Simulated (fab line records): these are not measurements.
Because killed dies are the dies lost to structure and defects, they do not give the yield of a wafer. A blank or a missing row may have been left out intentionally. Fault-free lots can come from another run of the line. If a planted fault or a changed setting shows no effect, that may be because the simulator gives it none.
What tool caused it? / flow nandHarc / 18 wafers from 6 lots sampled at 5 of the route's 1159 steps

## WHAT THE GAUGES SHOWED, per wafer
NHARC_A_BONDPAD_THK_MEAS_20: measures by xrf.
lot=L561; measured=day 18 15:53; on=filmMetro-02; thkNm (nm)=169.9 170.7 167.0
lot=L562; measured=day 19 03:22; on=filmMetro-02; thkNm (nm)=168.4 168.8 168.8
lot=L563; measured=day 19 14:31; on=filmMetro-02; thkNm (nm)=169.0 168.9 171.9
lot=L572; measured=day 20 21:07; on=filmMetro-02; thkNm (nm)=170.7 106.2 169.4
lot=L575; measured=day 22 06:32; on=filmMetro-02; thkNm (nm)=170.0 169.1 168.1
lot=L582; measured=day 24 11:49; on=filmMetro-01; thkNm (nm)=167.4 169.0 170.7

## WHAT TOOL EACH LOT RAN ON (gives the tool, then ch and the chambers of the sampled wafers, and finally the start)
lot=L561; NHARC_A_BONDPAD_ETCH_34=rieDiel-13 ch 0,1,2, day 18 13:37; NHARC_A_BONDPAD_DEGAS_25=pvdSputter-01, day 18 14:28; NHARC_A_BONDPAD_PVD_27=pvdSputter-01, day 18 14:49 or earlier; NHARC_A_BONDPAD_ECD_18=ecdCu-02 ch 0,1, day 18 14:49
lot=L562; NHARC_A_BONDPAD_ETCH_34=rieDiel-01 ch 0,1,3, day 19 01:03; NHARC_A_BONDPAD_DEGAS_25=pvdSputter-02, day 19 01:54; NHARC_A_BONDPAD_PVD_27=pvdSputter-02, day 19 02:17 or earlier; NHARC_A_BONDPAD_ECD_18=ecdCu-01 ch 0,1, day 19 02:17
lot=L563; NHARC_A_BONDPAD_ETCH_34=rieDiel-07 ch 2,3, day 19 11:53; NHARC_A_BONDPAD_DEGAS_25=pvdSputter-02, day 19 12:47; NHARC_A_BONDPAD_PVD_27=pvdSputter-02, day 19 13:10 or earlier; NHARC_A_BONDPAD_ECD_18=ecdCu-01 ch 0,1, day 19 13:10
lot=L572; NHARC_A_BONDPAD_ETCH_34=rieDiel-07 ch 2,3, day 20 18:50; NHARC_A_BONDPAD_DEGAS_25=pvdSputter-03, day 20 19:42; NHARC_A_BONDPAD_PVD_27=pvdSputter-03, day 20 20:07 or earlier; NHARC_A_BONDPAD_ECD_18=ecdCu-02 ch 0,1, day 20 20:07
lot=L575; NHARC_A_BONDPAD_ETCH_34=rieDiel-01 ch 0,1,2, day 22 04:16; NHARC_A_BONDPAD_DEGAS_25=pvdSputter-03, day 22 05:07; NHARC_A_BONDPAD_PVD_27=pvdSputter-03, day 22 05:35 or earlier; NHARC_A_BONDPAD_ECD_18=ecdCu-01 ch 0,1, day 22 05:35
lot=L582; NHARC_A_BONDPAD_ETCH_34=rieDiel-07 ch 0,1,3, day 24 09:28; NHARC_A_BONDPAD_DEGAS_25=pvdSputter-02, day 24 10:22; NHARC_A_BONDPAD_PVD_27=pvdSputter-02, day 24 10:43 or earlier; NHARC_A_BONDPAD_ECD_18=ecdCu-02 ch 0,1, day 24 10:43
- NHARC_A_BONDPAD_ETCH_34: etches the open film in N2/H2, target depth 60 nm, overetch 18 nm, time 65.91 s.
- NHARC_A_BONDPAD_DEGAS_25: time 60 s.
- NHARC_A_BONDPAD_PVD_27: deposits Cu, target thk 30 nm, time 20.49 s.
- NHARC_A_BONDPAD_ECD_18: material Cu, target thk 400 nm.

## THE ANSWER, worked out from the rows above alone
Rule: the lots themselves supply what counts as usual. Put in order of their means at a reading, lots are off if they are a third of the lots or fewer, leave a main group of 4 or more, and stand apart from it by a gap of 3 or more times the standard deviation of the main group's means; of several such gaps the widest counts. If all means in a main group match to the digits the tables above print for the reading, that group is not used. A lot without any number at a reading at which 4 lots or more have one is off too. Where the step has rows for the other lots, those lots are counted as sound.
Off: L572 (NHARC_A_BONDPAD_THK_MEAS_20, thkNm). Main group: mean 169.2 nm, sd 0.42.
A tool fits if, at a process step before that reading, it ran every lot that is off, and no sound lot after the first of them. Gauges at NHARC_A_BONDPAD_THK_MEAS_20: tried the same way as those tools. NHARC_A_BONDPAD_PVD_27: start missing for some lots; hours and lot order therefore follow NHARC_A_BONDPAD_ECD_18. Not one of the candidates tried fits.

## WHAT THE SIMULATOR HAD INSERTED
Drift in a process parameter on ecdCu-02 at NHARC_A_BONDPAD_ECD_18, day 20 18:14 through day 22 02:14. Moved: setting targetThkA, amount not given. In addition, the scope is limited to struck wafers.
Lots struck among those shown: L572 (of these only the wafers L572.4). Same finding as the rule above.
